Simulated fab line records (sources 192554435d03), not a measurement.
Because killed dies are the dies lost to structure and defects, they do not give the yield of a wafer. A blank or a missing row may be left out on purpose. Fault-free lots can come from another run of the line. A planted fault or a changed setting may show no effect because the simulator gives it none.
What tool caused it?	flow n5_finfet	72 wafers from 24 lots sampled at 6 of the route's 1938 steps

== WHAT EACH GAUGE READ, for each wafer ==
N5_GATE_CUT_THK_MEAS_24. Usual: GC_FILL_THK 218.6 nm, standard deviation 2.
lot	measured	on	GC_FILL_THK (nm)	flag
L074	day 4 18:23	film_metro-02	219.0 218.9 217.9	
L075	day 5 03:55	film_metro-02	218.2 217.1 221.3	
L076	day 5 10:52	film_metro-01	215.8 217.4 218.6	
L078	day 5 14:25	film_metro-02	217.9 216.9 219.8	
L077	day 5 19:12	film_metro-02	218.2 216.7 220.9	
L079	day 5 23:34	film_metro-02	217.6 218.6 221.1	
L080	day 6 03:36	film_metro-02	218.0 214.4 218.9	
L081	day 6 11:36	film_metro-01	213.1 217.4 217.7	
L082	day 6 21:31	film_metro-02	217.6 220.3 220.2	
L083	day 7 03:25	film_metro-02	217.1 218.2 220.9	
L084	day 7 14:20	film_metro-01	216.1 219.0 218.5	
L085	day 7 21:01	film_metro-01	217.7 216.4 223.4	
L086	day 7 23:52	film_metro-02	219.6 220.4 219.7	
L087	day 8 02:41	film_metro-01	219.1 219.2 220.2	
L088	day 8 09:02	film_metro-02	219.4 217.8 223.2	
L089	day 8 14:45	film_metro-02	218.2 218.8 218.6	
L090	day 8 17:45	film_metro-02	221.6 217.7 218.0	
L092	day 9 00:59	film_metro-02	214.7 220.6 218.4	
L091	day 9 06:16	film_metro-02	216.0 216.5 222.1	
L093	day 9 12:20	film_metro-02	218.6 218.8 221.1	
L094	day 9 20:03	film_metro-02	215.0 219.6 217.1	
L095	day 9 20:19	film_metro-01	221.1 219.4 222.3	
L096	day 10 06:08	film_metro-02	216.7 217.1 219.1	
L097	day 10 12:38	film_metro-02	219.1 216.2 221.5	

== TOOL THAT RAN EACH LOT (tool first, then ch and the chambers of the sampled wafers, then the start) ==
lot	N5_SD_EPI_P_STRIP_40	N5_SD_ACTIVATION_LSA_01	N5_ILD0_CMP_12	N5_HKMG_FIN_DESCUM_53	N5_GATE_CUT_SAC_CAP_01
L074	plasma_asher-02 ch 0,1, day 3 08:26	laser_anneal-01 ch 0, day 3 12:26	cmp-01 ch 1,2, day 3 19:02	rie_diel-06 ch 0,3, day 4 02:43	ald_sin-02 ch 1,2, day 4 11:59
L075	plasma_asher-01 ch 0,1, day 3 19:43	laser_anneal-01 ch 0, day 3 23:43	cmp-03 ch 0,1,2, day 4 06:11	rie_diel-06 ch 1,2,3, day 4 13:03	ald_sin-04 ch 1,2, day 4 22:13
L076	plasma_asher-01 ch 0,1, day 4 02:11	laser_anneal-02 ch 0, day 4 06:05	cmp-01 ch 2,3, day 4 12:36	rie_diel-03 ch 1,2, day 4 19:35	ald_sin-01 ch 0,1,2, day 5 04:55
L078	plasma_asher-02 ch 0,1, day 4 07:33	laser_anneal-01 ch 0, day 4 10:44	cmp-03 ch 0,1,2, day 4 17:21	rie_diel-01 ch 1,3, day 5 00:18	ald_sin-04 ch 0,1,2, day 5 08:36
L077	plasma_asher-01 ch 0,1, day 4 09:08	laser_anneal-02 ch 0, day 4 13:07	cmp-04 ch 0,1,3, day 4 21:38	rie_diel-01 ch 0,2,3, day 5 05:01	ald_sin-04 ch 0,2,3, day 5 13:31
L079	plasma_asher-02 ch 0,1, day 4 16:27	laser_anneal-02 ch 0, day 4 19:37	cmp-01 ch 1,2,3, day 5 02:19	rie_diel-03 ch 0,2, day 5 08:54	ald_sin-01 ch 0,1, day 5 17:45
L080	plasma_asher-01 ch 0,1, day 4 19:37	laser_anneal-02 ch 0, day 4 23:43	cmp-01 ch 0,2,3, day 5 06:17	rie_diel-06 ch 1,2, day 5 12:52	ald_sin-04 ch 0,2,3, day 5 21:49
L081	plasma_asher-02 ch 0, day 5 05:03	laser_anneal-02 ch 0, day 5 08:12	cmp-03 ch 1,3, day 5 14:40	rie_diel-03 ch 2,3, day 5 21:28	ald_sin-02 ch 2,3, day 6 05:55
L082	plasma_asher-01 ch 0,1, day 5 14:47	laser_anneal-02 ch 0, day 5 18:10	cmp-04 ch 0,1,3, day 6 00:49	rie_diel-03 ch 2,3, day 6 06:56	ald_sin-02 ch 0,1,3, day 6 15:18
L083	plasma_asher-01 ch 0,1, day 5 17:53	laser_anneal-02 ch 0, day 5 21:53	cmp-03 ch 0,1,2, day 6 05:28	rie_diel-01 ch 0,1,2, day 6 11:53	ald_sin-01 ch 0,1,2, day 6 20:17
L084	plasma_asher-01 ch 0, day 6 05:43	laser_anneal-02 ch 0, day 6 10:48	cmp-01 ch 2,3, day 6 17:19	rie_diel-03 ch 0,1,2, day 6 23:56	ald_sin-04 ch 0,3, day 7 08:34
L085	plasma_asher-02 ch 0,1, day 6 10:47	laser_anneal-02 ch 0, day 6 15:51	cmp-01 ch 0,1, day 6 22:41	rie_diel-06 ch 1,2,3, day 7 05:53	ald_sin-01 ch 0,2,3, day 7 14:41
L086	plasma_asher-02 ch 0,1, day 6 12:32	laser_anneal-02 ch 0, day 6 17:41	cmp-03 ch 2,3, day 7 01:58	rie_diel-06 ch 1,2, day 7 08:50	ald_sin-02 ch 0,2,3, day 7 17:49
L087	plasma_asher-01 ch 0,1, day 6 17:44	laser_anneal-02 ch 0, day 6 21:42	cmp-03 ch 1,3, day 7 04:58	rie_diel-03 ch 0,2, day 7 12:10	ald_sin-02 ch 0,2,3, day 7 20:33
L088	plasma_asher-02 ch 0,1, day 6 23:32	laser_anneal-02 ch 0, day 7 04:40	cmp-01 ch 1,2,3, day 7 11:11	rie_diel-01 ch 2,3, day 7 18:06	ald_sin-02 ch 0,2,3, day 8 03:19
L089	plasma_asher-01 ch 0,1, day 7 05:31	laser_anneal-02 ch 0, day 7 09:43	cmp-01 ch 2,3, day 7 16:13	rie_diel-03 ch 1,3, day 7 22:28	ald_sin-01 ch 0,3, day 8 08:07
L090	plasma_asher-02 ch 0, day 7 07:59	laser_anneal-02 ch 0, day 7 13:04	cmp-04 ch 0,1,3, day 7 19:33	rie_diel-03 ch 0,1,2, day 8 02:14	ald_sin-02 ch 2,3, day 8 11:40
L092	plasma_asher-02 ch 0,1, day 7 17:02	laser_anneal-02 ch 0, day 7 21:00	cmp-01 ch 0,2,3, day 8 03:42	rie_diel-06 ch 0,1,2, day 8 10:07	ald_sin-04 ch 1,2,3, day 8 18:32
L091	plasma_asher-01 ch 0,1, day 7 19:21	laser_anneal-02 ch 0, day 8 00:26	cmp-04 ch 1,2,3, day 8 07:21	rie_diel-06 ch 0,1,2, day 8 13:46	ald_sin-02 ch 2,3, day 8 22:26
L093	plasma_asher-01 ch 0,1, day 8 03:59	laser_anneal-02 ch 0, day 8 09:10	cmp-03 ch 1,3, day 8 15:58	rie_diel-01 ch 0,1,3, day 8 22:17	ald_sin-02 ch 0,3, day 9 06:40
L094	plasma_asher-01 ch 0,1, day 8 09:14	laser_anneal-02 ch 0, day 8 14:38	cmp-03 ch 1,2,3, day 8 21:32	rie_diel-03 ch 2,3, day 9 05:26	ald_sin-02 ch 0,1,2, day 9 14:14
L095	plasma_asher-01 ch 0,1, day 8 13:22	laser_anneal-02 ch 0, day 8 16:33	cmp-04 ch 0,1,3, day 8 23:10	rie_diel-01 ch 0,1,2, day 9 05:46	ald_sin-04 ch 1,2,3, day 9 14:38
L096	plasma_asher-01 ch 0,1, day 8 22:18	laser_anneal-02 ch 0, day 9 02:25	cmp-04 ch 2,3, day 9 09:19	rie_diel-03 ch 1,2, day 9 15:37	ald_sin-02 ch 0,1, day 10 00:02
L097	plasma_asher-02 ch 0,1, day 9 04:16	laser_anneal-02 ch 0, day 9 08:11	cmp-01 ch 0,1,2, day 9 14:45	rie_diel-01 ch 0,1,3, day 9 21:01	ald_sin-04 ch 0,1,2, day 10 06:30
- N5_SD_EPI_P_STRIP_40: strips in N2/H2.
- N5_SD_ACTIVATION_LSA_01: time 0.0008 s.
- N5_ILD0_CMP_12: polishes SiNx, stops on poly-Si, t overpolish 6 s, target thk 17.67 nm.
- N5_HKMG_FIN_DESCUM_53: chemistry O2, time 7.9 s.
- N5_GATE_CUT_SAC_CAP_01: material SiNx, target thk 24 nm, pulse time 1 s, ald cycles 480.

== WHAT THE TOOLS THEMSELVES READ (means of the sampled wafers that have a number; where no wafer has one, the mark that the record gives instead) ==
N5_SD_EPI_P_STRIP_40. Usual: drypump_motor_current_A 5.2 A, standard deviation 0.32; heater_power_w 334 W, standard deviation 41; oes_product_au 0.761 a.u., standard deviation 0.011.
lot	tool	drypump_motor_current_A (A)	heater_power_w (W)	oes_product_au (a.u.)	flag
L074	plasma_asher-02	5.5	326	0.763	
L075	plasma_asher-01	4.9	350	0.759	
L076	plasma_asher-01	4.9	356	0.767	
L078	plasma_asher-02	5.6	326	0.760	
L077	plasma_asher-01	4.9	347	0.761	
L079	plasma_asher-02	5.5	290	0.761	
L080	plasma_asher-01	4.9	349	0.774	
L081	plasma_asher-02	5.7	358	0.752	
L082	plasma_asher-01	4.9	351	0.765	
L083	plasma_asher-01	4.9	347	0.756	
L084	plasma_asher-01	4.9	376	0.756	
L085	plasma_asher-02	5.5	290	0.763	
L086	plasma_asher-02	5.6	324	0.760	
L087	plasma_asher-01	4.9	366	0.763	
L088	plasma_asher-02	5.6	319	0.764	
L089	plasma_asher-01	4.9	363	0.756	
L090	plasma_asher-02	5.7	352	0.754	
L092	plasma_asher-02	5.5	293	0.773	
L091	plasma_asher-01	4.9	361	0.755	
L093	plasma_asher-01	4.9	353	0.752	
L094	plasma_asher-01	4.9	340	0.773	
L095	plasma_asher-01	4.9	348	0.748	
L096	plasma_asher-01	4.9	355	0.752	
L097	plasma_asher-02	5.5	287	0.768	

N5_SD_ACTIVATION_LSA_01. Usual: wafer_temp_C_max at 1084.5, with a standard deviation of 1.
lot	tool	wafer_temp_C_max	flag
L074	laser_anneal-01	1082.2	
L075	laser_anneal-01	1083.7	
L076	laser_anneal-02	1085.0	
L078	laser_anneal-01	1083.0	
L077	laser_anneal-02	1084.6	
L079	laser_anneal-02	1085.1	
L080	laser_anneal-02	1085.4	
L081	laser_anneal-02	1085.1	
L082	laser_anneal-02	1084.7	
L083	laser_anneal-02	1085.8	
L084	laser_anneal-02	1084.6	
L085	laser_anneal-02	1085.1	
L086	laser_anneal-02	1084.3	
L087	laser_anneal-02	1084.7	
L088	laser_anneal-02	1084.4	
L089	laser_anneal-02	1083.9	
L090	laser_anneal-02	1084.4	
L092	laser_anneal-02	1085.2	
L091	laser_anneal-02	1085.2	
L093	laser_anneal-02	1084.7	
L094	laser_anneal-02	1084.4	
L095	laser_anneal-02	1083.7	
L096	laser_anneal-02	1085.2	
L097	laser_anneal-02	1085.6	

N5_ILD0_CMP_12. Usual: motor_current_A 9.1 A, standard deviation 0.73; overpolish_run_s 6.001 s, standard deviation 0.0096; time_to_endpoint_s 28.3 s, standard deviation 2.6.
lot	tool	motor_current_A (A)	overpolish_run_s (s)	time_to_endpoint_s (s)	flag
L074	cmp-01	9.3	6.004	26.9	
L075	cmp-03	9.8	5.988	28.2	
L076	cmp-01	9.2	6.010	26.1	
L078	cmp-03	9.5	6.004	27.4	
L077	cmp-04	9.3	5.991	28.3	
L079	cmp-01	9.7	6.002	30.3	
L080	cmp-01	9.0	6.003	31.8	
L081	cmp-03	9.9	6.000	25.7	
L082	cmp-04	9.0	6.004	25.8	
L083	cmp-03	9.4	6.001	29.9	
L084	cmp-01	9.1	5.994	28.5	
L085	cmp-01	9.0	6.001	29.1	
L086	cmp-03	8.6	6.007	26.1	
L087	cmp-03	9.6	6.002	22.9	
L088	cmp-01	9.5	6.007	31.8	
L089	cmp-01	9.0	5.987	25.7	
L090	cmp-04	8.9	5.999	28.6	
L092	cmp-01	9.1	6.011	30.3	
L091	cmp-04	9.1	5.992	29.4	
L093	cmp-03	9.2	5.998	24.6	
L094	cmp-03	9.7	6.003	25.6	
L095	cmp-04	9.0	6.002	28.1	
L096	cmp-04	8.8	5.994	29.5	
L097	cmp-01	9.4	5.999	31.4	

N5_HKMG_FIN_DESCUM_53. Usual: drypump_motor_current_A 5.9 A, standard deviation 0.43; oes_product_au 0.78 a.u., standard deviation 0.069; rf_vpp_V 243.4 V, standard deviation 1.2; showerhead_plenum_p_Torr 2.10 Torr, standard deviation 0.061; throttle_valve_pct 20.4 %, standard deviation 0.33.
lot	tool	drypump_motor_current_A (A)	oes_product_au (a.u.)	rf_vpp_V (V)	showerhead_plenum_p_Torr (Torr)	throttle_valve_pct (%)	flag
L074	rie_diel-06	5.5	0.89	243.8	2.17	20.4	
L075	rie_diel-06	5.7	0.80	243.9	2.12	20.4	
L076	rie_diel-03	5.5	0.81	244.8	2.11	20.4	
L078	rie_diel-01	6.0	0.73	241.9	2.02	20.4	
L077	rie_diel-01	6.3	0.84	243.5	2.14	20.6	
L079	rie_diel-03	5.9	0.75	242.7	2.11	20.6	
L080	rie_diel-06	6.2	0.73	244.4	2.12	20.4	
L081	rie_diel-03	5.7	0.80	243.0	2.05	20.0	
L082	rie_diel-03	5.7	0.79	243.0	2.05	20.0	
L083	rie_diel-01	6.2	0.83	243.6	2.11	20.4	
L084	rie_diel-03	5.7	0.76	244.3	2.10	20.5	
L085	rie_diel-06	5.7	0.77	243.0	2.11	20.4	
L086	rie_diel-06	6.1	0.74	243.7	2.11	20.4	
L087	rie_diel-03	5.6	0.74	243.5	2.07	20.3	
L088	rie_diel-01	6.1	0.78	242.2	2.11	20.8	
L089	rie_diel-03	5.7	0.84	243.0	2.09	20.4	
L090	rie_diel-03	5.7	0.76	242.9	2.10	20.5	
L092	rie_diel-06	5.9	0.75	244.1	2.13	20.4	
L091	rie_diel-06	5.9	0.74	243.8	2.13	20.4	
L093	rie_diel-01	6.2	0.73	243.2	2.08	20.6	
L094	rie_diel-03	5.7	0.77	241.9	2.04	20.0	
L095	rie_diel-01	6.2	0.80	243.6	2.10	20.5	
L096	rie_diel-03	5.4	0.75	243.8	2.07	20.3	
L097	rie_diel-01	6.2	0.73	242.9	2.08	20.6	

N5_GATE_CUT_SAC_CAP_01. Usual: heater_power_w 846 W, standard deviation 91; precursor_pulse_height_rel 1.000, standard deviation 0.02.
lot	tool	heater_power_w (W)	precursor_pulse_height_rel	flag
L074	ald_sin-02	917	1.001	
L075	ald_sin-04	903	0.992	
L076	ald_sin-01	793	1.007	
L078	ald_sin-04	867	0.991	
L077	ald_sin-04	902	0.993	
L079	ald_sin-01	801	1.009	
L080	ald_sin-04	892	0.997	
L081	ald_sin-02	809	0.987	
L082	ald_sin-02	869	1.018	
L083	ald_sin-01	792	1.014	
L084	ald_sin-04	902	0.978	
L085	ald_sin-01	718	1.012	
L086	ald_sin-02	799	0.981	
L087	ald_sin-02	791	1.009	
L088	ald_sin-02	801	0.984	
L089	ald_sin-01	653	0.996	
L090	ald_sin-02	813	0.998	
L092	ald_sin-04	906	1.005	
L091	ald_sin-02	813	0.989	
L093	ald_sin-02	852	1.011	
L094	ald_sin-02	831	1.026	
L095	ald_sin-04	895	1.002	
L096	ald_sin-02	833	0.982	
L097	ald_sin-04	884	1.010	

== THE ANSWER, worked out from the rows above alone ==
Rule: take the mean of a lot's wafers that have a number; if it is more than 3 standard deviations from the usual mean, the lot is off. Also off: a lot with no number at a reading for which 4 or more lots have one. Where the step has rows for the other lots, those lots are counted as sound. After the gauges, taken in route order, come the tools' own readings; for these a lot's mean is taken, as printed above. At the first step where some lot is off, the reading lying furthest off is the one used; lots without a number count as furthest.
Nothing can be told from this: no lot is off at any reading shown.

== WHAT THE SIMULATOR HAD PUT IN ==
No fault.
